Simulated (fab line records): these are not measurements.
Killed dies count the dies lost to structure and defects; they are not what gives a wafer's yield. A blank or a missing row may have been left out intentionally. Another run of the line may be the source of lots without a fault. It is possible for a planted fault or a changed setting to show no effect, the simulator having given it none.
Split-lot trial | flow n5_finfet | route with 1938 steps; 7 lots, 21 wafers read

== ABOUT THE SPLIT ==
At N5_BEOL_M1_COAT_76 (time 60 s, resist thk 5 nm), the setting spin_rpm was moved away from the recipe's 1500 rpm on 9 of the 21 wafers read, by -8.7% to +10.6%. For the rest of the wafers, this setting stayed at what the recipe calls for.

== FROM THE SPLIT TO THE READING: what the file shows between them, 3 steps ==
- N5_BEOL_M1_COAT_22: resist thk 30 nm
- N5_BEOL_M1_EBR_24
- N5_BEOL_M1_DESCUM_33: chemistry O2, time 7 s

== THE READING ==
etch.depth_nm (the simulator's own value, which no gauge read), in nm, at N5_BEOL_M1_ETCH_77 (etches underlayer in N2/H2, target depth 6.5 nm, time 5.2 s). The file does not state a usual value for it. The 12 wafers here that ran the recipe average 5.005 nm, standard deviation 0.012 nm.

wafer  | tool, chamber at the split | spin_rpm as run, rpm | against the recipe | etch.depth_nm, nm | against lot-mates on the recipe
L074.2 | litho_track-02, 0          | 1500                 | recipe             | 5.019             | -
L074.4 | litho_track-02, 0          | 1500                 | recipe             | 5.007             | -
L074.5 | litho_track-02, 0          | 1500                 | recipe             | 5.006             | -
L075.3 | litho_track-02, 0          | 1500                 | recipe             | 5.003             | -
L075.4 | litho_track-02, 0          | 1446                 | -3.6%              | 5.113             | +0.102
L075.5 | litho_track-02, 0          | 1500                 | recipe             | 5.02              | -
L080.2 | litho_track-04, 0          | 1573                 | +4.9%              | 4.868             | -0.132
L080.3 | litho_track-04, 0          | 1500                 | recipe             | 4.999             | -
L080.4 | litho_track-04, 0          | 1500                 | recipe             | 5.002             | -
L084.1 | litho_track-02, 0          | 1500                 | recipe             | 4.99              | -
L084.3 | litho_track-02, 0          | 1500                 | recipe             | 4.993             | -
L084.5 | litho_track-02, 0          | 1500                 | recipe             | 4.986             | -
L086.2 | litho_track-03, 0          | 1500                 | recipe             | 5.029             | -
L086.4 | litho_track-03, 0          | 1659                 | +10.6%             | 4.776             | -0.253
L086.6 | litho_track-03, 0          | 1659                 | +10.6%             | 4.787             | -0.242
L091.1 | litho_track-04, 0          | 1369                 | -8.7%              | 5.237             | +0.228
L091.4 | litho_track-04, 0          | 1500                 | recipe             | 5.009             | -
L091.6 | litho_track-04, 0          | 1369                 | -8.7%              | 5.25              | +0.241
L097.3 | litho_track-03, 0          | 1449                 | -3.4%              | 5.112             | no lot-mate on the recipe
L097.4 | litho_track-03, 0          | 1449                 | -3.4%              | 5.105             | no lot-mate on the recipe
L097.6 | litho_track-03, 0          | 1449                 | -3.4%              | 5.115             | no lot-mate on the recipe

FIT RESULTS
A straight line over all 21 wafers: etch.depth_nm changes by -0.0245 nm for each +1% of spin_rpm; r = -0.99; the points scatter about the line by 0.018 nm.
The same after taking each lot's own level away (the mean of its wafers on the recipe; 18 wafers): -0.0251 nm for each +1%; r = -1.00; scatter 0.0098 nm.
According to that fit, moving spin_rpm by its largest amount changes the reading by 0.27 nm.
From 4.9897 to 5.0290 nm: that is the span of the lots' own levels, equal to 3.2 times the standard deviation above.
So the lot-to-lot level changes the slope little: the two slopes agree.
Check: for one of the wafers moved furthest among these (+10.6%), held out of the fit, the line's prediction against its lot-mates is -0.266 nm. Against them it came out at -0.253 nm.

== OTHER SPLITS APPLIED TO THESE WAFERS ==
Note: prior to the reading, these wafers also went through further splits. Each is held against what the fit with the lots' levels taken away leaves over:
other split on the same wafers          | wafers away from the commonest value | r with etch.depth_nm (lot level and that fit taken away)
N5_GATE_CUT_COAT_27 spin_rpm            | 6                                    | -0.11
N5_MOL_CONTACT_COAG_COAT_34 spin_rpm    | 12                                   | +0.07
N5_MOL_CONTACT_COAG_ALD_133 ald_cycles  | 6                                    | +0.12
N5_MOL_CONTACT_COAG_VIA_ETCH_117 bias_w | 10                                   | -0.04

== FILE'S OWN FIT ==
etch.depth_nm changes by -0.0252 nm for each +1% of spin_rpm, r = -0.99.
